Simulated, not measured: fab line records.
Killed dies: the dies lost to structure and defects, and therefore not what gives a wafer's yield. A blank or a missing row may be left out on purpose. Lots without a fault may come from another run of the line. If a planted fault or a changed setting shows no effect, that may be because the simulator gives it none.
A lot that was struck, set against a sound lot ; flow n5_finfet ; 14 out of 1938 route steps
Sound: wafers L520.2, L520.3, L520.4. The struck wafers were L515.1, L515.2, L515.5. The cause comes at the end.
Per side, at each step with rows, come the tool, then ch with its chambers, and then its first start. Under that, the readings that differ: sound wafers ; struck wafers ; difference of the means ; sigmas: that difference in standard deviations of wafers without a fault.
alike: words and numbers the same on both sides, and readings whose means are apart by under 2 such deviations; not compared: readings that were withheld, readings missing a value for some wafer, numbers with overlapping values and no deviation given by the record, and bounds like >300 which may hide the same value.
The two part at a step that has a row with sigmas, a row that says differs or no value, or rows on one side only. When numbers do not overlap yet have no deviation, they are printed without sigmas and do not part them. A reading missing from all wafers of one side parts the sides only when that side holds two or more wafers.

N5_BEOL_M7_INSPECT_58: inspects for defects (darkfield).
  sound: defect_inspect-02 at day 12 17:12; struck: defect_inspect-01 at day 10 10:03
  alike: raw_defect_count
N5_BEOL_M8_ILD_DEP_00: deposits SiCOH lowk from DEMS/porogen, target thk 179.75 nm, time 33.4 s.
  sound on pecvd-04 ch 0,2, day 12 17:14; struck on pecvd-02 ch 0,1, day 10 10:05
reading;sound;struck;difference;sigmas
throttle_valve_pct (%);12.6 13.9 12.6;13.6 14.9 14.8;+1.4;+2
  alike: heater_power_w, showerhead_plenum_p_Torr
  not compared: since_wet_clean_h
N5_BEOL_M8_CURE_74: cures SiCOH lowk, time 240 s.
  sound on uv_cure-01 ch 0, day 12 17:23; struck on uv_cure-02 ch 1, day 10 10:09
  alike: lamp_power_pct, wafer_temp_C_max
N5_BEOL_M8_THK_MEAS_01:
  sound: film_metro-01 at day 12 17:49; struck: film_metro-02 at day 10 10:40
  alike: M8_ILD_THK
N5_BEOL_M8_PECVD_70: deposits SiO2 from TEOS/O2, target thk 20 nm, time 22.7 s.
  sound on pecvd-02 ch 0,1, day 12 17:51; struck on pecvd-02 ch 0,1,2, day 10 10:42
  alike: heater_power_w, showerhead_plenum_p_Torr, throttle_valve_pct
  not compared: since_wet_clean_h
N5_BEOL_M8_HM_DEP_02: deposits TiN, target thk 20 nm.
  sound: pvd_sputter-02 at day 12 18:16; struck: pvd_sputter-03 at day 10 11:20
  alike: throttle_valve_pct
then, 6 steps without rows for these wafers: N5_BEOL_M8_COAT_59 (time 60 s, resist thk 100 nm); N5_BEOL_M8_COAT_60 (time 60 s, resist thk 35 nm); N5_BEOL_M8_COAT_05 (resist thk 90 nm); N5_BEOL_M8_EBR_07; N5_BEOL_M8_SOFTBAKE_06 (time 60 s); N5_BEOL_M8_EXPOSE_08 (exposes mask M8).
N5_BEOL_M8_PEB_09: peb time 60 s.
  sound on litho_track-03 ch 0, day 12 18:34; struck on litho_track-04, day 10 11:38
  no value came back on the struck wafers for chill_plate_temp_C (C), exhaust_pa (Pa); on the sound wafers chill_plate_temp_C (C) reads 23.35 23.18 23.20
then, 1 step without rows for these wafers: N5_BEOL_M8_DEVELOP_10 (develop time 30 s).

## WHERE THEY PART
First at N5_BEOL_M8_ILD_DEP_00; last, within this record, at N5_BEOL_M8_PEB_09.

WHY: what the simulator had put in
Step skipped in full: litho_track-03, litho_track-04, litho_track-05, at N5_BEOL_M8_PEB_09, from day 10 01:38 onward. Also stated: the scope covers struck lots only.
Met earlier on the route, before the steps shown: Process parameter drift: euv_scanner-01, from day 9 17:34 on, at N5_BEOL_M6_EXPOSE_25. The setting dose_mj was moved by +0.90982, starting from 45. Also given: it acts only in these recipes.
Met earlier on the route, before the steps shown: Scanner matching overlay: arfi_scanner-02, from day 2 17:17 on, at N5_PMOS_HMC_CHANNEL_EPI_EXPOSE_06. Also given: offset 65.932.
